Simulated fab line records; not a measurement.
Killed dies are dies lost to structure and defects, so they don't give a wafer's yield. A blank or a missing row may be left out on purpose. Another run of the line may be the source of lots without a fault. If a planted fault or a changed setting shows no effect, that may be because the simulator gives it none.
Matching of chambers || flow n5-finfet || N5_BEOL_M6_CURE_75 on uv-cure-02: 3 sister chambers
The step cures SiCOH lowk, time 120 s. 14 wafers are shown with their chamber, then 7 later ones without.

== EACH WAFER AND ITS CHAMBER ==
{"wafer": "L343.1", "chamber": 1, "wafer_temp_C_max": 371.6, "lamp-power-pct (%)": 52.28}
{"wafer": "L343.2", "chamber": 1, "wafer_temp_C_max": 371.7, "lamp-power-pct (%)": 52.36}
{"wafer": "L343.5", "chamber": 1, "wafer_temp_C_max": 371.6, "lamp-power-pct (%)": 52.33}
{"wafer": "L345.3", "chamber": 0, "wafer_temp_C_max": 372.0, "lamp-power-pct (%)": 52.27}
{"wafer": "L345.4", "chamber": 0, "wafer_temp_C_max": 372.5, "lamp-power-pct (%)": 52.17}
{"wafer": "L345.6", "chamber": 0, "wafer_temp_C_max": 372.4, "lamp-power-pct (%)": 52.25}
{"wafer": "L351.1", "chamber": 0, "wafer_temp_C_max": 372.1, "lamp-power-pct (%)": 52.42}
{"wafer": "L351.3", "chamber": 0, "wafer_temp_C_max": 372.3, "lamp-power-pct (%)": 52.32}
{"wafer": "L351.5", "chamber": 0, "wafer_temp_C_max": 372.1, "lamp-power-pct (%)": 52.22}
{"wafer": "L352.2", "chamber": 1, "wafer_temp_C_max": 371.7, "lamp-power-pct (%)": 52.27}
{"wafer": "L352.5", "chamber": 1, "wafer_temp_C_max": 371.8, "lamp-power-pct (%)": 52.29}
{"wafer": "L352.6", "chamber": 1, "wafer_temp_C_max": 371.8, "lamp-power-pct (%)": 52.27}
{"wafer": "L356.2", "chamber": 2, "wafer_temp_C_max": 371.5, "lamp-power-pct (%)": 52.28}
{"wafer": "L356.3", "chamber": 2, "wafer_temp_C_max": 371.7, "lamp-power-pct (%)": 52.30}

SIGNATURES, as means of the wafers listed above
{"reading": "wafer_temp_C_max", "chamber 0": 372.233, "chamber 1": 371.700, "chamber 2": 371.600, "scatter within a chamber": 0.152}
{"reading": "lamp-power-pct", "chamber 0": 52.2750, "chamber 1": 52.3000, "chamber 2": 52.2900, "scatter within a chamber": 0.0638}
Rule: a wafer lies at a distance from a chamber equal to the root of the sum of squares, over the readings, of (its reading less the chamber's mean, divided by the reading's scatter). The wafer belongs to the nearest chamber; if the next one is less than 2 further off, it can't be placed. The scatter: take each reading less its chamber's mean, square it, sum over the shown wafers, divide by the number of wafers less the number of chambers, and take the root.

== WAFERS WITH NO CHAMBER GIVEN ==
{"wafer": "L356.6", "wafer_temp_C_max": 371.8, "lamp-power-pct (%)": 52.23}
{"wafer": "L359.1", "wafer_temp_C_max": 371.4, "lamp-power-pct (%)": 52.28}
{"wafer": "L359.2", "wafer_temp_C_max": 371.4, "lamp-power-pct (%)": 52.29}
{"wafer": "L359.6", "wafer_temp_C_max": 371.4, "lamp-power-pct (%)": 52.38}
{"wafer": "L364.2", "wafer_temp_C_max": 370.8, "lamp-power-pct (%)": 52.28}
{"wafer": "L364.5", "wafer_temp_C_max": 371.4, "lamp-power-pct (%)": 52.29}
{"wafer": "L364.6", "wafer_temp_C_max": 371.6, "lamp-power-pct (%)": 52.35}

== EACH ONE'S CHAMBER ==
{"wafer": "L356.6", "from the rows above": "can't be placed: 1 or 2 or 0", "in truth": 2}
{"wafer": "L359.1", "from the rows above": "can't be placed: 2 or 1", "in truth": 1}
{"wafer": "L359.2", "from the rows above": "can't be placed: 2 or 1", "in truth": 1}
{"wafer": "L359.6", "from the rows above": "can't be placed: 2 or 1", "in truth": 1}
{"wafer": "L364.2", "from the rows above": "can't be placed: 2 or 1", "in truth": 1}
{"wafer": "L364.5", "from the rows above": "can't be placed: 2 or 1", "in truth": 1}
{"wafer": "L364.6", "from the rows above": "can't be placed: 2 or 1", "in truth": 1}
0 of 7 placed correctly. Unplaceable from these rows: 7, with the true chamber sitting among the candidates in 7. Number placed wrongly: 0.
